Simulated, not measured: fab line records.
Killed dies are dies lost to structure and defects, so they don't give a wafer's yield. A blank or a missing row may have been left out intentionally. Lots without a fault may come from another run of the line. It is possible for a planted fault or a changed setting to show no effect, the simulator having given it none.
A struck lot beside a sound one + flow nand_harc + 25 steps out of a route of 1302
Sound: the wafers L720.2, L720.3, L720.4. Struck: wafer L731.5 (left out: L731.1, L731.3 of the same lot, which were not struck); the cause appears at the end.
For every step that has rows: the tool of each side, followed by ch and its chambers, followed by its first start. Under that, the readings that differ: sound wafers + struck wafers + difference of the means + sigmas: that difference in standard deviations of wafers without a fault.
alike: readings whose means differ by less than 2 such deviations, and words and numbers that are the same on both sides. not compared: withheld readings, readings that some wafer has no value for, bounds like >300 that may hide the same value, and numbers for which the record gives no deviation and whose values overlap.
The two part at a step that has a row with sigmas, a row that says differs or no value, or rows on one side only. When numbers do not overlap yet have no deviation, they are printed without sigmas and do not part them. Lack of a reading on every wafer of one side parts them only where that side has two or more wafers.

first, 5 steps without rows for these wafers: NHARC_P_GATE_PRECLEAN_71 (cleans in SC1); NHARC_P_GATE_SRD_72; NHARC_P_GATE_OXIDE_16 (material SiO2, target thk 3 nm, ox time 392 s); NHARC_P_GATE_CVD_17 (deposits poly-Si, target thk 150 nm, time 900 s); NHARC_P_GATE_HM_DEP_102 (deposits aC, target thk 120 nm).
NHARC_P_GATE_DEP_103: deposits SiON, target thk 30 nm.
  sound on pecvd-04 ch 0,1,2, day 6 18:21; struck on pecvd-03 ch 1, day 11 14:37
  alike: heater_power_outer_w, heater_power_w
then, 6 steps without rows for these wafers: NHARC_P_GATE_DEHYDRATE_18 (time 120 s); NHARC_P_GATE_HMDS_19 (time 30 s); NHARC_P_GATE_COAT_20 (resist thk 90 nm); NHARC_P_GATE_SOFTBAKE_21 (time 55 s); NHARC_P_GATE_EBR_22; NHARC_P_GATE_EXPOSE_23 (exposes mask P GATE, target cd 120 nm).
NHARC_P_GATE_PEB_24: peb time 65 s.
  sound on litho_track-01 ch 0, day 6 18:57; struck on litho_track-06 ch 0, day 11 15:11
then, 1 step without rows for these wafers: NHARC_P_GATE_DEVELOP_25 (develop time 35 s).
NHARC_P_GATE_CD_MEAS_26 targets a cd of 120 nm.
  sound on cd_sem-01 ch 0, day 6 19:02; struck on cd_sem-03 ch 0, day 11 15:16
| reading    | sound             | struck | difference | sigmas |
|------------|-------------------|--------|------------|--------|
| cd_nm (nm) | 119.1 119.3 118.5 | 114.6  | -4.4       | -8     |
NHARC_P_GATE_OVL_MEAS_27:
  struck on overlay-01, day 11 15:22; sound on overlay-02, day 6 19:07
  alike: overlay_x_nm, overlay_y_nm
NHARC_P_GATE_INSPECT_28:
  struck on defect_inspect-01, day 11 15:24; sound on defect_inspect-01, day 6 19:09
  alike: raw_defect_count
NHARC_P_GATE_DESCUM_31: chemistry O2, time 3 s.
  sound on rie_diel-12 ch 0,1, day 6 19:13; struck on rie_diel-04 ch 1, day 11 15:28
| reading                 | sound             | struck | difference | sigmas |
|-------------------------|-------------------|--------|------------|--------|
| model.P_GATE.cd_nm (nm) | 119.2 118.4 118.2 | 114.7  | -3.9       |        |
  alike: drypump_motor_current_A, mfc_ar_sccm, oes_product_au, rf_vpp_V, showerhead_plenum_p_Torr, throttle_valve_pct
  not compared: rf_hours_counter_h
NHARC_P_GATE_ETCH_104: etches the open film in CF4/CHF3, target depth 60 nm.
  sound on rie_diel-12 ch 0,2, day 6 19:19; struck on rie_diel-04 ch 0, day 11 15:33
  alike: drypump_motor_current_A, mfc_ar_sccm, oes_product_au, rf_vpp_V, showerhead_plenum_p_Torr, throttle_valve_pct
NHARC_P_GATE_HM_OPEN_105: chemistry O2/COS, target depth 360 nm.
  sound on rie_diel-12 ch 1,2; struck on rie_diel-04 ch 1
| reading                | sound                | struck | difference | sigmas |
|------------------------|----------------------|--------|------------|--------|
| throttle_valve_pct (%) | 28.331 28.320 28.327 | 28.349 | +0.023     | +2     |
  alike: drypump_motor_current_A, mfc_ar_sccm, oes_product_au, rf_vpp_V, showerhead_plenum_p_Torr
  not compared: rf_hours_counter_h
then, 1 step without rows for these wafers: NHARC_P_GATE_STRIP_106 (strips in O2/COS).
NHARC_P_GATE_ETCH_114: etches the open film in CF4/O2, target depth 30 nm, overetch 3 nm, time 16.5 s.
  sound on rie_diel-12 ch 0,2; struck on rie_diel-04 ch 0
  alike: drypump_motor_current_A, mfc_ar_sccm, oes_product_au, rf_vpp_V, showerhead_plenum_p_Torr, throttle_valve_pct
  not compared: rf_hours_counter_h
NHARC_P_GATE_ETCH_32: etches the open film in HBr/Cl2, target depth 150 nm, time 100.1 s.
  sound on rie_si-06 ch 0,1,2, day 6 19:46; struck on rie_si-04 ch 3, day 11 15:57
| reading                 | sound             | struck | difference | sigmas |
|-------------------------|-------------------|--------|------------|--------|
| model.P_GATE.cd_nm (nm) | 123.6 120.3 120.8 | 116.5  | -5.1       |        |
  alike: drypump_motor_current_A, oes_product_au, throttle_valve_pct
  not compared: rf_hours_counter_h
NHARC_P_GATE_STRIP_108: strips in O2.
  sound on rie_diel-12 ch 0,1,2, day 6 19:55; struck on rie_diel-04 ch 0, day 11 16:05
  alike: drypump_motor_current_A, mfc_ar_sccm, oes_product_au, rf_vpp_V, showerhead_plenum_p_Torr, throttle_valve_pct
  not compared: rf_hours_counter_h
-- jump in the record: it breaks off in module P_GATE and resumes in module END (first step shown: number 1302 of the route), and 20 days separate the struck wafers' starts before and after --
NHARC_END_SORT_01:
  the record has rows for the struck wafers here (prober-01 ch 0, day 31 07:14) and none for the sound ones

== WHERE THEY PART ==
Earliest at NHARC_P_GATE_CD_MEAS_26; latest, in this record, at NHARC_END_SORT_01.

WHY: whatever the simulator had introduced
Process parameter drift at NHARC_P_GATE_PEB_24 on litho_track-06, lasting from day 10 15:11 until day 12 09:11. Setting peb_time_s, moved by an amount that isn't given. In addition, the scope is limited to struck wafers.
